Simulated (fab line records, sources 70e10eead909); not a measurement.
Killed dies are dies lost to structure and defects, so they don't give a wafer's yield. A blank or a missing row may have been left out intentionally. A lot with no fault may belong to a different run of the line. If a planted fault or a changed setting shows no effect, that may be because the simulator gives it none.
A struck lot beside a sound one :: flow nand_harc :: 33 steps out of a route of 1302
Sound: wafers L765.4, L765.5, L765.6. The struck wafers were L777.1, L777.2, L777.5. Last of all comes the cause.
At each step with rows: each side's tool, then ch and its chambers, then its first start. Under that, the readings that differ: sound wafers :: struck wafers :: difference of the means :: sigmas: that difference in standard deviations of wafers without a fault.
alike: readings with means less than 2 such deviations apart, plus words and numbers identical on both sides. not compared: withheld readings, readings lacking a value on some wafer, bounds such as >300 that could conceal the same value, and numbers that have no deviation in the record and whose values overlap.
A row with sigmas, a row that says differs or no value, or rows on one side alone: a step with any of these is where the two part. Numbers that have no deviation but don't overlap get no sigmas and don't part them. A reading that every wafer of one side lacks parts them only if that side has two wafers or more.

first, 1 step without rows for these wafers: NHARC_A_CONTACT_ETCH_125 (etches the open film in C4F8/O2/Ar, time 197 s, target depth 1918 nm).
NHARC_A_CONTACT_ETCH_126: etches the open film in C4F8/O2/Ar, time 197 s, target depth 1918 nm.
  sound on har_cap_etch-01 ch 0,1, day 23 03:18; struck on har_cap_etch-01 ch 0,1, day 28 08:03
  not compared: rf_hours_counter_h
then, 2 steps without rows for these wafers: NHARC_A_CONTACT_ETCH_127 (etches the open film in C4F8/O2/Ar, time 197 s, target depth 1918 nm); NHARC_A_CONTACT_ETCH_128 (etches the open film in C4F8/O2/Ar, time 197 s, target depth 1918 nm).
NHARC_A_CONTACT_ETCH_129: etches the open film in C4F8/O2/Ar, time 197 s, target depth 1918 nm.
  sound on har_cap_etch-01 ch 0,1, day 23 03:49; struck on har_cap_etch-01 ch 0,1, day 28 08:35
  not compared: rf_hours_counter_h
then, 2 steps without rows for these wafers: NHARC_A_CONTACT_ETCH_130 (etches the open film in C4F8/O2/Ar, time 197 s, target depth 1918 nm); NHARC_A_CONTACT_ETCH_131 (etches the open film in C4F8/O2/Ar, time 197 s, target depth 1918 nm).
NHARC_A_CONTACT_ETCH_132: etches the open film in C4F8/O2/Ar, time 197 s, target depth 1924 nm.
  sound on har_cap_etch-01 ch 0,1, day 23 04:21; struck on har_cap_etch-01 ch 0,1, day 28 09:07
  not compared: rf_hours_counter_h
then, 2 steps without rows for these wafers: NHARC_A_CONTACT_ETCH_133 (etches the open film in C4F8/O2/Ar, time 374 s, target depth 1610 nm); NHARC_A_CONTACT_ETCH_91 (etches the open film in CH3F/O2, target depth 40 nm, time 85.7 s).
NHARC_A_CONTACT_ETCH_97: etches the open film in C4F6/O2, target depth 20 nm, time 10 s.
  sound on rie_diel-08 ch 0,2,3, day 23 05:26; struck on rie_diel-08 ch 0,2,3
  alike: drypump_motor_current_A, oes_product_au, rf_vpp_V, showerhead_plenum_p_Torr, throttle_valve_pct
  not compared: rf_hours_counter_h
NHARC_A_CONTACT_CD_MEAS_80:
  sound: cd_sem-01 at day 23 05:32; struck: cd_sem-01 at day 28 10:17
reading: cd_nm (nm)
sound: 288.3 288.7 288.5
struck: 290.3 291.0 290.0
difference: +1.9
sigmas: +2
NHARC_A_CONTACT_STRIP_103: strips in N2/H2.
  sound on rie_diel-08 ch 0,2,3, day 23 05:38; struck on rie_diel-02 ch 0,3, day 28 10:22
then, 3 steps without rows for these wafers: NHARC_A_CONTACT_STRIP_104 (strips in CF4/CHF3); NHARC_A_CONTACT_STRIP_105 (strips in O2/COS); NHARC_A_CONTACT_ETCH_106 (etches the open film in CF4/O2, target depth 90 nm, overetch 9 nm, time 49.5 s).
NHARC_A_CONTACT_STRIP_82: strips in O2.
  sound on rie_diel-08 ch 0,2,3; struck on rie_diel-02 ch 0,1,2
  alike: drypump_motor_current_A, oes_product_au, rf_vpp_V, showerhead_plenum_p_Torr, throttle_valve_pct
  not compared: rf_hours_counter_h
then, 13 steps without rows for these wafers: NHARC_A_CONTACT_STRIP_83 (strips in post etch residue remover, time 600 s); NHARC_A_CONTACT_DEP_84 (deposits aC, target thk 2800 nm); NHARC_A_CONTACT_DEP_85 (deposits SiON, target thk 60 nm); NHARC_A_CONTACT_DEHYDRATE_00 (time 120 s); NHARC_A_CONTACT_HMDS_01 (time 30 s); NHARC_A_CONTACT_COAT_86 (time 75 s); NHARC_A_CONTACT_COAT_87 (time 65 s); NHARC_A_CONTACT_COAT_02 (resist thk 90 nm); NHARC_A_CONTACT_SOFTBAKE_03 (time 55 s); NHARC_A_CONTACT_EBR_04; NHARC_A_CONTACT_EXPOSE_05 (exposes mask A CC); NHARC_A_CONTACT_PEB_06 (peb time 65 s); NHARC_A_CONTACT_DEVELOP_07 (develop time 35 s).
NHARC_A_CONTACT_CD_MEAS_08 targets a cd of 200 nm.
  sound on cd_sem-01 ch 0, day 23 09:44; struck on cd_sem-02 ch 0, day 28 15:01
  alike: cd_nm
NHARC_A_CONTACT_OVL_MEAS_09:
  sound: overlay-02 at day 23 09:49; struck: overlay-02 at day 28 15:07
  alike: overlay_x_nm, overlay_y_nm
-- the record jumps here: 3 days lie between the struck wafers' starts before and after (it left off in module A_CONTACT and takes up again in module END, whose first step shown is number 1302 of the route) --
NHARC_END_SORT_01:
  here the record holds rows for the struck wafers (prober-01 ch 0, day 31 13:14) but none for the sound ones

WHERE THEY PART
At NHARC_A_CONTACT_CD_MEAS_80 first; at NHARC_END_SORT_01 last (within this record only).

WHY: the cause the simulator had injected
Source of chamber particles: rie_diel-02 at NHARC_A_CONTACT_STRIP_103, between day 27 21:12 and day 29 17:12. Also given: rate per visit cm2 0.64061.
